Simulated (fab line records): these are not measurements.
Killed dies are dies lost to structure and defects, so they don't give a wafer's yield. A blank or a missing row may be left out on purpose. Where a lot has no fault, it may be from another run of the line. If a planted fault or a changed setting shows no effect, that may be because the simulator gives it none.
fab line records	flow nandHarc
[record] lots = 13	wafers = 39	lastDay = 31
route steps=1302 shown P_BONDPAD@386 A_ZERO_WELL@403 A_ONON_D1@426 END@1302
lots untouched by any fault: they come from a run of this same line in which no faults occurred
startH: hours from the record's first day to the start of the lot's first wafer shown	waitH: how many hours have passed since the lot's step before this one	" identical to the entry in the row above	L1.1+2: several wafers, shown together as one row	- either no value or no given start	* or withheld: withheld	< > ~ a bound
route shown NAME@n: a module of which the file shows steps, and the number in the route of the first	usual: mean/standard deviation of fault-free wafers	same: alike in all rows	chamber/n: place in a boat	sites: readings site by site	_std_site: standard deviation of those values	_edge_site: mean of outer sites minus mean of inner sites	radiusMm: for every site, how far away it sits from the centre of the wafer	mask NAME#n: copy n	behind: the tool/chamber that last shaped the wafer	hold: what put the lot on hold/how long, in hours/how the hold closed	device: transistor that didn't switch, given as n, p or np	end of line: at the end of the route, the tests of the same wafers	where a step has no rows: the recipe by itself	killed: at the first sort, the dies lost to defects and structure; wafer yield is something else	map: the dies of a wafer, with x for killed, . for not killed, _ for no die there
set.NAME: the setting as run; set.NAME@STEP: as run at that earlier step	model.NAME: the simulator's own value behind a step, which no gauge read
steps of the route over a sample of lots; a table a step, a row a wafer
services: when a tool's chamber went out of use (startH, in hours from the record's first day, below 0 if earlier), for how many hours, and the reason
[[steps]]
[step NHARC_P_BONDPAD_ACTIVATE_29]
[recipe] timeS = 60	n2FlowSccm = 200	arFlowSccm = 0	biasPowerW = 0	chemistry = N2
[usual] drypumpMotorCurrentA = 5.5/0.35	oesProductAu = 1.000/0.013	rfVppV = 64.3/0.93	showerheadPlenumPTorr = 1.79/0.072
lot.wafer	tool	chamber	startH	waitH	drypumpMotorCurrentA	oesProductAu	rfHoursCounterH	rfVppV	showerheadPlenumPTorr
L842.1	rieDiel-07	2	133.82	0.1	5.6	0.989	0	64.1	1.64
L842.3	"	0	"	"	5.9	1.010	0	65.4	1.88
L842.6	"	1	"	"	5.5	0.993	-	63.0	1.76
L843.1	rieDiel-07	0	147.80	0.1	5.9	1.005	0	63.9	1.88
L843.2	"	2	"	"	5.6	0.996	0	63.6	1.64
L843.5	"	2	"	"	5.6	0.993	-	63.7	1.64
L844.1	rieDiel-13	3	153.51	0.1	6.0	0.996	5	65.3	1.81
L844.3	"	1	"	"	4.9	1.016	4	64.0	1.88
L844.5	"	2	"	"	5.9	0.994	-	62.3	1.66
L845.2	rieDiel-06	2	169.00	0.1	5.6	0.996	2	64.1	1.82
L845.3	"	0	"	"	5.2	1.001	2	64.1	1.86
L845.5	"	2	"	"	5.6	0.995	-	65.5	1.82
L846.2	rieDiel-06	3	177.17	0.1	5.8	0.983	3	63.5	1.84
L846.3	"	1	"	"	5.7	1.015	2	64.4	1.78
L846.5	"	3	"	"	5.8	0.994	-	64.4	1.84
L847.3	rieDiel-06	2	183.87	0.1	5.5	0.994	3	65.8	1.82
L847.6	"	1	"	"	5.7	1.018	-	64.1	1.78
L847.5	"	2	"	"	5.5	1.010	-	63.9	1.82
L848.4	rieDiel-06	1	200.17	0.1	5.7	1.000	3	64.3	1.78
L848.1	"	2	"	"	5.6	0.991	4	64.1	1.82
L848.6	"	1	"	"	5.7	1.000	-	63.7	1.78
L849.2	rieDiel-13	2	204.87	0.1	5.9	0.998	1	63.1	1.66
L849.1	"	3	"	"	6.1	1.013	1	64.8	1.81
L849.5	"	2	"	"	5.9	1.000	-	61.6	1.66
L851.4	rieDiel-13	2	230.20	0.1	5.9	1.001	1	64.6	1.66
L851.2	"	3	"	"	6.0	0.999	1	64.0	1.80
L851.1	"	0	"	"	4.9	0.996	1	64.4	1.77
L854.3	rieDiel-13	3	257.98	0.1	6.0	0.982	2	62.9	1.80
L854.6	"	1	"	"	4.9	1.008	-	65.6	1.88
L854.5	"	2	"	"	5.9	0.993	-	64.0	1.66
L855.1	rieDiel-06	3	284.82	0.1	5.8	0.974	10	64.6	1.84
L855.3	"	0	"	"	5.2	1.006	8	64.6	1.86
L855.6	"	3	"	"	5.8	0.984	-	63.9	1.84
L856.4	rieDiel-06	1	285.64	0.1	5.6	1.006	9	63.8	1.78
L856.5	"	0	"	"	5.2	1.020	-	65.2	1.86
L856.6	"	1	"	"	5.6	1.009	-	65.2	1.78
L857.4	rieDiel-06	2	296.49	0.1	5.6	1.011	10	64.1	1.82
L857.2	"	3	"	"	5.8	0.989	11	65.1	1.83
L857.5	"	2	"	"	5.6	1.017	-	63.9	1.82
[step NHARC_A_ZERO_WELL_DESCUM_12]
[recipe] timeS = 3	o2FlowSccm = 200	arFlowSccm = 0	biasPowerW = 0	chemistry = O2
[usual] drypumpMotorCurrentA = 5.7/0.31	oesProductAu = 1.004/0.013	rfVppV = 57.7/0.89	showerheadPlenumPTorr = 1.88/0.077	throttleValvePct = 11.311/0.0099
lot.wafer	tool	chamber	startH	waitH	drypumpMotorCurrentA	oesProductAu	rfHoursCounterH	rfVppV	showerheadPlenumPTorr	throttleValvePct
L842.3	rieDiel-12	3	135.22	-	5.8	0.991	1	57.0	1.88	11.295
L842.1	"	0	"	"	5.7	0.996	1	58.1	1.95	11.309
L842.6	"	2	"	"	5.6	1.013	-	59.9	1.85	11.308
L843.1	rieDiel-03	3	149.23	-	4.9	1.018	4	58.9	2.03	11.302
L843.2	"	0	"	"	5.4	0.999	4	58.3	1.78	11.301
L843.5	"	2	"	"	6.3	1.017	-	57.4	1.96	11.312
L844.3	rieDiel-12	1	154.78	-	5.7	0.997	2	58.4	1.79	11.313
L844.1	"	2	"	"	5.6	1.013	2	56.9	1.85	11.297
L844.5	"	0	"	"	5.8	0.992	-	56.7	1.95	11.315
L845.3	rieDiel-12	0	170.46	-	5.8	1.000	2	55.8	1.95	11.312
L845.2	"	3	"	"	5.8	0.981	2	58.3	1.88	11.300
L845.5	"	0	"	"	5.8	1.000	-	57.8	1.95	11.316
L846.3	rieDiel-12	3	178.43	-	5.8	0.982	2	58.9	1.88	11.333
L846.2	"	2	"	"	5.5	1.005	2	57.6	1.85	11.311
L846.5	"	0	"	"	5.8	1.003	-	58.4	1.95	11.304
L847.3	rieDiel-12	2	185.15	-	5.6	1.008	2	56.6	1.85	11.325
L847.6	"	2	"	"	5.5	0.999	-	57.0	1.85	11.314
L847.5	"	3	"	"	5.8	0.990	-	57.7	1.88	11.316
L848.4	rieDiel-12	3	201.56	-	5.8	0.999	2	58.0	1.88	11.312
L848.1	"	2	"	"	5.6	1.006	3	55.5	1.85	11.305
L848.6	"	0	"	"	5.7	1.003	-	58.0	1.95	11.313
L849.2	rieDiel-12	2	206.16	-	5.6	1.003	3	59.1	1.85	11.308
L849.1	"	0	"	"	5.8	0.988	3	57.7	1.95	11.312
L849.5	"	2	"	"	5.5	1.012	-	58.0	1.85	11.285
L851.2	rieDiel-03	3	231.59	-	4.9	1.006	20	57.7	2.03	11.316
L851.4	"	0	"	"	5.4	0.995	20	56.3	1.77	11.326
L851.1	"	2	"	"	6.3	1.006	20	59.3	1.96	11.316
L854.3	rieDiel-12	0	259.32	-	5.8	0.991	4	57.5	1.95	11.332
L854.5	"	2	"	"	5.6	1.026	-	57.9	1.85	11.317
L854.6	"	3	"	"	5.8	0.993	-	56.9	1.88	11.317
L855.1	rieDiel-12	0	286.08	-	5.8	0.989	0	58.9	1.95	11.308
L855.3	"	3	"	"	5.8	0.987	0	58.5	1.88	11.301
L855.6	"	0	"	"	5.8	0.984	-	59.2	1.95	11.320
L856.4	rieDiel-12	0	286.93	-	5.8	0.989	0	57.6	1.95	11.305
L856.5	"	1	"	"	5.7	1.024	-	56.9	1.79	11.322
L856.6	"	2	"	"	5.6	1.000	-	57.7	1.85	11.324
L857.2	rieDiel-03	3	297.91	-	5.0	1.029	0	58.4	2.03	11.318
L857.4	"	0	"	"	5.5	0.999	0	58.1	1.77	11.303
L857.5	"	2	"	"	6.3	1.016	-	57.7	1.95	11.299
[step NHARC_A_ONON_D1_DEP_03]
[recipe] targetThkA = 10000	n2FlowSccm = 2750	n2oFlowSccm = 2000	nh3FlowSccm = 500	sih4FlowSccm = 210	tempC = 400
lot.wafer	tool	chamber	startH	waitH
L842.1+3+6	pecvdOnon-01	0	167.51	0.1
L843.1+2+5	pecvdOnon-01	0	170.49	0.1
L844.1+3+5	pecvdOnon-03	0	178.00	0.1
L845.2+3+5	pecvdOnon-01	0	192.79	0.1
L846.2+3+5	pecvdOnon-03	0	200.88	0.1
L847.3+5+6	pecvdOnon-03	0	212.08	0.2
L848.1+4+6	pecvdOnon-01	0	225.44	0.1
L849.1+2+5	pecvdOnon-04	0	225.57	0.2
L851.1+2+4	pecvdOnon-04	0	254.45	0.1
L854.3+5+6	pecvdOnon-03	0	281.43	0.2
L855.1+3+6	pecvdOnon-03	0	313.30	0.2
L856.4+5+6	pecvdOnon-03	0	313.82	0.4
L857.2+4+5	pecvdOnon-01	0	324.24	0.1
[step NHARC_A_ONON_D1_THK_MEAS_05]
[recipe] thkMeasGauge = ellipsometry
[usual] thkNm = 999/10
lot.wafer	tool	chamber	startH	waitH	thkNm
L842.1	filmMetro-01	-	168.02	-	1000
L842.3	"	-	"	"	999
L842.6	"	-	"	"	998
L843.1	filmMetro-02	-	170.99	-	989
L843.2	"	-	"	"	991
L843.5	"	-	"	"	991
L844.1	filmMetro-02	-	178.52	-	982
L844.3	"	-	"	"	983
L844.5	"	-	"	"	982
L845.2	filmMetro-02	-	193.24	-	1018
L845.3	"	-	"	"	1017
L845.5	"	-	"	"	1019
L846.2	filmMetro-01	-	201.34	-	986
L846.3	"	-	"	"	985
L846.5	"	-	"	"	985
L847.3	filmMetro-01	-	212.47	-	1010
L847.5	"	-	"	"	1008
L847.6	"	-	"	"	1008
L848.1	filmMetro-02	-	225.95	-	999
L848.4	"	-	"	"	998
L848.6	"	-	"	"	1000
L849.1	filmMetro-01	-	226.08	-	1001
L849.2	"	-	"	"	999
L849.5	"	-	"	"	998
L851.1	filmMetro-02	-	254.96	-	988
L851.2	"	-	"	"	987
L851.4	"	-	"	"	988
L854.3	filmMetro-01	-	281.82	-	1012
L854.5	"	-	"	"	1012
L854.6	"	-	"	"	1010
L855.1	filmMetro-02	-	313.81	-	1006
L855.3	"	-	"	"	1005
L855.6	"	-	"	"	1224
L856.4	filmMetro-02	-	314.16	-	1000
L856.5	"	-	"	"	1218
L856.6	"	-	"	"	1219
L857.2	filmMetro-02	-	324.69	-	993
L857.4	"	-	"	"	993
L857.5	"	-	"	"	992
[step NHARC_END_SORT_01]
[recipe] tempC = 25
[usual] killedAtArray = 56/17	killedAtOther = 0.9/1.2	killedAtPeriphery = 3.9/2.5	killedDies = 61/17	killedOpen = 3.2/1.8	killedShort = 2.7/1.7
[same] grossDies = 677
lot.wafer	tool	chamber	startH	waitH	killedAtArray	killedAtOther	killedAtPeriphery	killedDies	killedOpen	killedShort
L843.1	prober-01	0	572.51	2.5	28	2	0	30	3	1
L843.2	prober-01	0	573.30	2.8	46	2	3	51	4	3
L843.5	prober-01	0	575.69	3.7	35	0	2	37	1	2
L844.1	prober-02	0	577.79	2.5	50	0	1	51	4	2
L844.3	prober-02	0	579.39	3.1	49	0	3	52	4	2
L844.5	prober-02	0	580.99	3.7	43	0	2	45	2	2
L842.1	prober-02	0	585.60	2.5	60	2	5	67	3	7
L842.3	prober-02	0	587.21	3.1	66	1	1	68	2	0
L842.6	prober-02	0	589.63	4.0	64	3	4	71	2	3
L845.2	prober-01	0	594.45	2.8	62	2	4	68	2	2
L845.3	prober-01	0	595.25	3.1	79	5	5	89	5	1
L845.5	prober-01	0	596.85	3.7	71	4	6	81	3	2
L846.2	prober-02	0	594.51	2.8	71	0	4	75	5	7
L846.3	prober-02	0	595.31	3.1	65	0	9	74	3	6
L846.5	prober-02	0	596.91	3.7	65	1	8	74	8	3
L847.3	prober-01	0	618.38	3.1	41	0	2	43	3	2
L847.5	prober-01	0	619.97	3.7	50	0	2	52	1	4
L847.6	prober-01	0	620.77	4.0	30	2	2	34	1	1
L849.1	prober-01	0	632.11	2.5	59	0	3	62	4	2
L849.2	prober-01	0	632.91	2.8	63	0	3	66	5	2
L849.5	prober-01	0	635.30	3.7	60	0	4	64	6	4
L848.1	prober-02	0	632.12	2.5	51	0	13	64	3	4
L848.4	prober-02	0	634.47	3.3	46	1	6	53	2	0
L848.6	prober-02	0	636.04	3.9	51	0	7	58	2	2
L851.1	prober-02	0	668.34	2.5	46	0	0	46	5	1
L851.2	prober-02	0	669.16	2.8	55	0	4	59	2	5
L851.4	prober-02	0	670.79	3.5	41	0	2	43	4	2
L854.3	prober-02	0	686.71	3.1	48	0	2	50	0	1
L854.5	prober-02	0	688.30	3.7	59	0	6	65	3	1
L854.6	prober-02	0	689.10	4.0	60	1	7	68	7	0
L855.1	prober-02	0	710.60	2.5	65	1	8	74	4	5
L855.3	prober-02	0	712.18	3.1	28	1	3	32	4	1
L855.6	prober-02	0	714.56	4.0	674	1	2	677	3	4
L857.2	prober-01	0	732.19	2.8	68	1	4	73	3	4
L857.4	prober-01	0	733.78	3.4	74	3	3	80	2	3
L857.5	prober-01	0	734.57	3.7	69	3	7	79	5	3
L856.4	prober-01	0	741.60	3.4	79	1	1	81	1	3
L856.5	prober-01	0	742.41	3.7	674	1	2	677	4	1
L856.6	prober-01	0	743.21	4.0	672	0	5	677	7	3
// killed by level:class
L843.1 A_SLIT:chamberFilmFlake=11 A_CHANNEL_HOLE_D2:chamberFilmFlake=5 A_STAIRCASE:chamberFilmFlake=3 A_CONTACT:chamberFilmFlake=2 THIN_TSV:chamberFilmFlake=2 A_CHANNEL_FILL_D1:geometricParticle:open=1 A_DECK1_JOINT:geometricParticle:short=1 A_WL_FILL:geometricParticle:open=1
L843.2 A_SLIT:chamberFilmFlake=24 A_CHANNEL_HOLE_D2:chamberFilmFlake=8 A_CHANNEL_FILL_D1:chamberFilmFlake=2 A_STAIRCASE:chamberFilmFlake=2 A_M1:chamberFilmFlake=2 THIN_TSV:chamberFilmFlake=2 P_M1:geometricParticle:open=1 A_DECK1_JOINT:geometricParticle:short=1
L843.5 A_SLIT:chamberFilmFlake=21 A_CHANNEL_HOLE_D2:chamberFilmFlake=5 A_STAIRCASE:chamberFilmFlake=4 A_ONON_D2:geometricParticle:short=2 P_BONDPAD:chamberFilmFlake=2 A_CHANNEL_FILL_D2:geometricParticle:open=1 A_CHANNEL_HOLE_D1:chamberFilmFlake=1 A_CONTACT:chamberFilmFlake=1
L844.1 A_CHANNEL_HOLE_D2:chamberFilmFlake=37 A_STAIRCASE:chamberFilmFlake=3 A_M0:geometricParticle:open=2 A_CONTACT:chamberFilmFlake=2 P_M0:geometricParticle:short=1 A_DECK1_JOINT:geometricParticle:open=1 A_WL_FILL:geometricParticle:short=1 A_CONTACT:geometricParticle:open=1
L844.3 A_CHANNEL_HOLE_D2:chamberFilmFlake=31 A_CHANNEL_FILL_D2:chamberFilmFlake=4 A_CHANNEL_HOLE_D1:chamberFilmFlake=3 A_STAIRCASE:chamberFilmFlake=2 A_CONTACT:chamberFilmFlake=2 P_M1:geometricParticle:open=1 A_ONON_D1:geometricParticle:open=1 A_CHANNEL_HOLE_D2:geometricParticle:short=1
L844.5 A_CHANNEL_HOLE_D2:chamberFilmFlake=33 A_CHANNEL_HOLE_D1:chamberFilmFlake=3 A_STAIRCASE:chamberFilmFlake=2 P_STI:geometricParticle:short=1 P_M2:geometricParticle:short=1 A_ONON_D1:geometricParticle:open=1 A_CHANNEL_FILL_D2:geometricParticle:open=1 A_CHANNEL_FILL_D2:chamberFilmFlake=1
L842.1 A_CHANNEL_HOLE_D1:chamberFilmFlake=30 A_SLIT:chamberFilmFlake=7 A_CONTACT:chamberFilmFlake=5 A_STAIRCASE:chamberFilmFlake=4 A_WL_FILL:geometricParticle:short=2 P_ZERO_WELL:chamberFilmFlake=2 P_CONTACT:chamberFilmFlake=2 A_CHANNEL_HOLE_D2:chamberFilmFlake=2
L842.3 A_CHANNEL_HOLE_D1:chamberFilmFlake=30 A_SLIT:chamberFilmFlake=22 A_CHANNEL_HOLE_D2:chamberFilmFlake=8 A_STAIRCASE:chamberFilmFlake=3 P_GATE:geometricParticle:open=1 A_CONTACT:geometricParticle:open=1 A_CHANNEL_FILL_D2:chamberFilmFlake=1 A_BLC:chamberFilmFlake=1
L842.6 A_CHANNEL_HOLE_D1:chamberFilmFlake=33 A_SLIT:chamberFilmFlake=12 A_CHANNEL_HOLE_D2:chamberFilmFlake=8 P_ZERO_WELL:chamberFilmFlake=3 THIN_TSV:chamberFilmFlake=3 A_STAIRCASE:chamberFilmFlake=3 A_DECK1_JOINT:geometricParticle:short=2 A_CHANNEL_FILL_D1:chamberFilmFlake=2
L845.2 A_CHANNEL_HOLE_D1:chamberFilmFlake=31 A_SLIT:chamberFilmFlake=16 P_GATE:chamberFilmFlake=3 A_CHANNEL_HOLE_D2:chamberFilmFlake=3 A_CONTACT:chamberFilmFlake=3 A_STAIRCASE:chamberFilmFlake=2 A_BLC:chamberFilmFlake=2 THIN_TSV:chamberFilmFlake=2
L846.2 A_CHANNEL_HOLE_D1:chamberFilmFlake=28 A_CHANNEL_HOLE_D2:chamberFilmFlake=24 A_CHANNEL_FILL_D2:geometricParticle:open=3 A_CHANNEL_FILL_D2:geometricParticle:short=3 A_CHANNEL_FILL_D2:chamberFilmFlake=3 A_ONON_D2:geometricParticle:short=2 A_SLIT:chamberFilmFlake=2 P_CONTACT:geometricParticle:open=1
L845.3 A_CHANNEL_HOLE_D1:chamberFilmFlake=37 A_SLIT:chamberFilmFlake=28 THIN_TSV:chamberFilmFlake=5 A_CHANNEL_HOLE_D2:chamberFilmFlake=4 P_GATE:chamberFilmFlake=3 A_CONTACT:chamberFilmFlake=3 A_STAIRCASE:chamberFilmFlake=2 P_CONTACT:geometricParticle:open=1
L846.3 A_CHANNEL_HOLE_D1:chamberFilmFlake=25 A_CHANNEL_HOLE_D2:chamberFilmFlake=21 P_ZERO_WELL:chamberFilmFlake=4 P_BONDPAD:chamberFilmFlake=4 A_CHANNEL_FILL_D2:chamberFilmFlake=3 A_SLIT:chamberFilmFlake=3 A_CHANNEL_FILL_D2:geometricParticle:short=2 A_WL_FILL:geometricParticle:short=2
L845.5 A_CHANNEL_HOLE_D1:chamberFilmFlake=34 A_SLIT:chamberFilmFlake=15 A_CHANNEL_HOLE_D2:chamberFilmFlake=7 A_STAIRCASE:chamberFilmFlake=5 P_GATE:chamberFilmFlake=4 THIN_TSV:chamberFilmFlake=4 A_CONTACT:chamberFilmFlake=3 P_ZERO_WELL:chamberFilmFlake=2
L846.5 A_CHANNEL_HOLE_D2:chamberFilmFlake=28 A_CHANNEL_HOLE_D1:chamberFilmFlake=23 A_CHANNEL_FILL_D2:chamberFilmFlake=4 P_GATE:geometricParticle:open=2 P_BONDPAD:chamberFilmFlake=2 A_STAIRCASE:chamberFilmFlake=2 A_CONTACT:chamberFilmFlake=2 P_M1:geometricParticle:open=1
L847.3 A_SLIT:chamberFilmFlake=24 A_CHANNEL_HOLE_D2:chamberFilmFlake=5 A_STAIRCASE:chamberFilmFlake=2 A_WL_FILL:chamberFilmFlake=2 A_ONON_D1:geometricParticle:open=1 A_CHANNEL_FILL_D1:geometricParticle:short=1 A_WL_FILL:geometricParticle:open=1 A_WL_FILL:geometricParticle:short=1
L847.5 A_SLIT:chamberFilmFlake=24 A_CHANNEL_HOLE_D2:chamberFilmFlake=14 A_STAIRCASE:chamberFilmFlake=5 A_CONTACT:geometricParticle:short=2 P_CONTACT:geometricParticle:short=1 A_ONON_D2:geometricParticle:open=1 A_WL_FILL:geometricParticle:short=1 P_GATE:chamberFilmFlake=1
L847.6 A_SLIT:chamberFilmFlake=11 A_STAIRCASE:chamberFilmFlake=8 A_CHANNEL_HOLE_D2:chamberFilmFlake=5 P_ZERO_WELL:chamberFilmFlake=2 A_M0:chamberFilmFlake=2 THIN_TSV:chamberFilmFlake=2 A_SGD_CUT:geometricParticle:open=1 A_WL_FILL:geometricParticle:short=1
L849.1 A_CHANNEL_HOLE_D1:chamberFilmFlake=26 A_CHANNEL_HOLE_D2:chamberFilmFlake=20 A_STAIRCASE:chamberFilmFlake=4 A_CONTACT:chamberFilmFlake=4 P_GATE:geometricParticle:open=1 P_CONTACT:geometricParticle:open=1 A_CHANNEL_FILL_D2:geometricParticle:short=1 A_CHANNEL_FILL_D2:geometricParticle:open=1
L848.1 A_SLIT:chamberFilmFlake=25 A_CHANNEL_HOLE_D2:chamberFilmFlake=9 P_M1:chamberFilmFlake=5 P_CONTACT:chamberFilmFlake=4 A_CHANNEL_HOLE_D1:chamberFilmFlake=3 A_CONTACT:chamberFilmFlake=3 A_ONON_D1:geometricParticle:short=2 P_ZERO_WELL:chamberFilmFlake=2
L849.2 A_CHANNEL_HOLE_D1:chamberFilmFlake=24 A_CHANNEL_HOLE_D2:chamberFilmFlake=21 A_CONTACT:chamberFilmFlake=5 A_STAIRCASE:chamberFilmFlake=4 P_STI:chamberFilmFlake=2 P_GATE:geometricParticle:open=1 A_CHANNEL_FILL_D1:geometricParticle:open=1 A_DECK1_JOINT:geometricParticle:open=1
L848.4 A_SLIT:chamberFilmFlake=19 A_CHANNEL_HOLE_D2:chamberFilmFlake=11 A_STAIRCASE:chamberFilmFlake=6 A_CONTACT:chamberFilmFlake=4 P_CONTACT:chamberFilmFlake=3 P_M1:chamberFilmFlake=2 P_CONTACT:geometricParticle:open=1 A_ONON_D2:geometricParticle:open=1
L849.5 A_CHANNEL_HOLE_D2:chamberFilmFlake=23 A_CHANNEL_HOLE_D1:chamberFilmFlake=21 A_SGD_CUT:chamberFilmFlake=3 P_CONTACT:geometricParticle:open=2 A_STAIRCASE:chamberFilmFlake=2 A_CONTACT:chamberFilmFlake=2 P_GATE:geometricParticle:open=1 A_SOURCE_PLATE:geometricParticle:open=1
L848.6 A_SLIT:chamberFilmFlake=30 A_CHANNEL_HOLE_D2:chamberFilmFlake=7 A_STAIRCASE:chamberFilmFlake=4 P_CONTACT:chamberFilmFlake=3 A_ONON_D2:geometricParticle:short=2 A_CHANNEL_HOLE_D1:chamberFilmFlake=2 A_CHANNEL_FILL_D2:chamberFilmFlake=2 A_CONTACT:chamberFilmFlake=2
L851.1 A_CHANNEL_HOLE_D1:chamberFilmFlake=30 A_CHANNEL_FILL_D1:geometricParticle:open=3 A_DECK1_JOINT:chamberFilmFlake=3 A_SLIT:chamberFilmFlake=2 A_CHANNEL_FILL_D1:geometricParticle:short=1 A_ONON_D2:geometricParticle:open=1 A_M0:geometricParticle:open=1 A_CHANNEL_HOLE_D2:unspecified=1
L851.2 A_CHANNEL_HOLE_D1:chamberFilmFlake=39 P_STI:chamberFilmFlake=2 P_GATE:chamberFilmFlake=2 A_CHANNEL_HOLE_D2:chamberFilmFlake=2 A_DECK1_JOINT:chamberFilmFlake=2 A_CHANNEL_HOLE_D2:unspecified=2 A_CHANNEL_FILL_D2:chamberFilmFlake=2 A_SOURCE_PLATE:geometricParticle:short=1
L851.4 A_CHANNEL_HOLE_D1:chamberFilmFlake=26 A_M1:geometricParticle:open=3 A_SLIT:chamberFilmFlake=3 A_CHANNEL_HOLE_D2:unspecified=2 A_WL_FILL:chamberFilmFlake=2 P_CONTACT:geometricParticle:open=1 A_SOURCE_PLATE:geometricParticle:short=1 A_ONON_D2:geometricParticle:short=1
L854.3 A_CHANNEL_HOLE_D1:chamberFilmFlake=27 A_SGD_CUT:chamberFilmFlake=8 A_SLIT:chamberFilmFlake=7 A_CONTACT:chamberFilmFlake=3 A_ONON_D2:geometricParticle:short=1 P_STI:chamberFilmFlake=1 P_GATE:chamberFilmFlake=1 A_ZERO_WELL:chamberFilmFlake=1
L854.5 A_CHANNEL_HOLE_D1:chamberFilmFlake=34 A_SLIT:chamberFilmFlake=8 A_SGD_CUT:chamberFilmFlake=6 A_CONTACT:chamberFilmFlake=5 P_GATE:chamberFilmFlake=4 A_M1:geometricParticle:open=2 P_M0:geometricParticle:open=1 A_DECK1_JOINT:geometricParticle:short=1
L854.6 A_CHANNEL_HOLE_D1:chamberFilmFlake=33 A_SGD_CUT:chamberFilmFlake=6 A_SLIT:chamberFilmFlake=6 A_ZERO_WELL:chamberFilmFlake=3 A_CHANNEL_FILL_D1:chamberFilmFlake=3 A_CONTACT:chamberFilmFlake=3 A_CHANNEL_HOLE_D2:geometricParticle:open=2 P_STI:chamberFilmFlake=2
L855.1 A_SLIT:chamberFilmFlake=27 A_CHANNEL_HOLE_D2:chamberFilmFlake=15 A_CONTACT:chamberFilmFlake=8 P_GATE:chamberFilmFlake=5 A_CHANNEL_HOLE_D1:chamberFilmFlake=3 P_M0:geometricParticle:short=2 A_M1:chamberFilmFlake=2 A_DECK1_JOINT:geometricParticle:short=1
L855.3 A_SLIT:chamberFilmFlake=14 A_CHANNEL_HOLE_D1:chamberFilmFlake=4 A_CHANNEL_HOLE_D2:chamberFilmFlake=3 A_M0:geometricParticle:open=2 A_CONTACT:chamberFilmFlake=2 P_GATE:geometricParticle:short=1 A_CONTACT:geometricParticle:open=1 STARTING-WAFER:geometricParticle:open=1
L855.6 A_ONON_D1:areaDep=637 A_SLIT:chamberFilmFlake=14 A_CHANNEL_HOLE_D2:chamberFilmFlake=9 A_CHANNEL_HOLE_D1:chamberFilmFlake=4 A_WL_FILL:geometricParticle:short=2 P_GATE:chamberFilmFlake=2 A_DECK1_JOINT:geometricParticle:short=1 A_CHANNEL_HOLE_D2:geometricParticle:open=1
L857.2 A_CHANNEL_HOLE_D1:chamberFilmFlake=30 A_CHANNEL_HOLE_D2:chamberFilmFlake=21 A_CONTACT:chamberFilmFlake=3 A_M0:geometricParticle:open=2 P_CONTACT:chamberFilmFlake=2 A_ZERO_WELL:chamberFilmFlake=2 A_CHANNEL_FILL_D1:chamberFilmFlake=2 A_SLIT:chamberFilmFlake=2
L857.4 A_CHANNEL_HOLE_D1:chamberFilmFlake=31 A_CHANNEL_HOLE_D2:chamberFilmFlake=23 A_SLIT:chamberFilmFlake=5 A_CONTACT:chamberFilmFlake=5 A_STAIRCASE:chamberFilmFlake=3 THIN_TSV:chamberFilmFlake=3 P_CONTACT:chamberFilmFlake=2 A_ZERO_WELL:chamberFilmFlake=2
L857.5 A_CHANNEL_HOLE_D1:chamberFilmFlake=31 A_CHANNEL_HOLE_D2:chamberFilmFlake=22 P_CONTACT:chamberFilmFlake=4 A_SLIT:chamberFilmFlake=3 A_WL_FILL:chamberFilmFlake=3 A_ZERO_WELL:chamberFilmFlake=2 A_CONTACT:chamberFilmFlake=2 THIN_TSV:chamberFilmFlake=2
L856.4 A_SLIT:chamberFilmFlake=34 A_CHANNEL_HOLE_D1:chamberFilmFlake=30 A_STAIRCASE:chamberFilmFlake=3 A_WL_FILL:chamberFilmFlake=3 A_CONTACT:chamberFilmFlake=3 A_M0:chamberFilmFlake=3 A_M0:geometricParticle:short=2 P_CONTACT:geometricParticle:short=1
L856.5 A_ONON_D1:areaDep=617 A_CHANNEL_HOLE_D1:chamberFilmFlake=28 A_SLIT:chamberFilmFlake=17 A_WL_FILL:chamberFilmFlake=4 A_CHANNEL_FILL_D2:geometricParticle:open=2 A_M0:geometricParticle:open=2 P_GATE:chamberFilmFlake=2 A_CONTACT:chamberFilmFlake=2
L856.6 A_ONON_D1:areaDep=586 A_SLIT:chamberFilmFlake=39 A_CHANNEL_HOLE_D1:chamberFilmFlake=35 A_CONTACT:chamberFilmFlake=3 A_DECK1_JOINT:geometricParticle:short=2 A_DECK1_JOINT:geometricParticle:open=2 P_GATE:geometricParticle:open=1 P_M0:geometricParticle:open=1
[[services]]
tool	chamber	startH	hours	kind
rieDiel-07	-	117.20	9.0	pm
rieDiel-12	0	124.90	-	clean
pecvdOnon-04	-	130.00	13.0	pm
rieDiel-06	-	130.20	9.0	pm
rieDiel-07	1	147.18	7.6	repair
rieDiel-13	-	165.00	9.0	pm
rieDiel-07	0	171.99	1.6	repair
rieDiel-06	0	207.25	4.2	repair
pecvdOnon-03	-	227.05	13.0	pm
rieDiel-12	3	234.56	3.0	repair
rieDiel-07	0	235.24	6.1	repair
rieDiel-12	2	242.02	10.6	repair
rieDiel-12	3	246.98	3.9	repair
rieDiel-07	3	255.63	10.9	repair
rieDiel-06	0	259.36	6.0	repair
rieDiel-12	-	268.40	9.0	pm
pecvdOnon-01	-	269.21	13.0	pm
rieDiel-03	-	281.30	9.0	pm
rieDiel-07	-	294.26	9.0	pm
rieDiel-06	-	307.33	9.0	pm
pecvdOnon-04	-	311.13	13.0	pm
pecvdOnon-01	-	311.75	9.0	repair
rieDiel-06	1	317.35	10.1	repair
rieDiel-12	1	320.46	4.1	repair
[[key]]
[firstSign] step = NHARC_A_ONON_D1_THK_MEAS_05	reading = thkNm	direction = up	sigmas = 22	usual = 999	struck = 1220
[effect] step = NHARC_END_SORT_01	reading = killedAtArray	direction = up	sigmas = 37	usual = 56	struck = 673
[moreKillsBornAt] NHARC_A_ONON_D1_DEP_03@pecvdOnon-03 = 1840
metAt NHARC_A_ONON_D1_DEP_03
struckLots L855,L856
struckWafers L855.6,L856.5,L856.6
laterRowsLeftOut L855.6,L856.5,L856.6
testerLeftOut L855,L856
notActingAt NHARC_P_BONDPAD_ACTIVATE_29,NHARC_A_ZERO_WELL_DESCUM_12
[fault] kind = processParameterDrift	tool = pecvdOnon-03	chamber = -	onsetH = 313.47	steps = NHARC_A_ONON_D1_DEP_03	channel = targetThkA	offset = *	shape = step	endH = 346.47	scope = struckWafersOnly	actsIn = *	stated = *
// testerLeftOut: of these lots the tester's yield and bins aren't shown, on N5 and GAA mostly nor the transistor test; their killed dies are dies lost to structure and defects alone, not to doping, threshold or leakage, so they don't give the yield
// laterRowsLeftOut: the simulator's readings of these wafers behind a module that went badly wrong aren't trusted and aren't shown, but for the sort
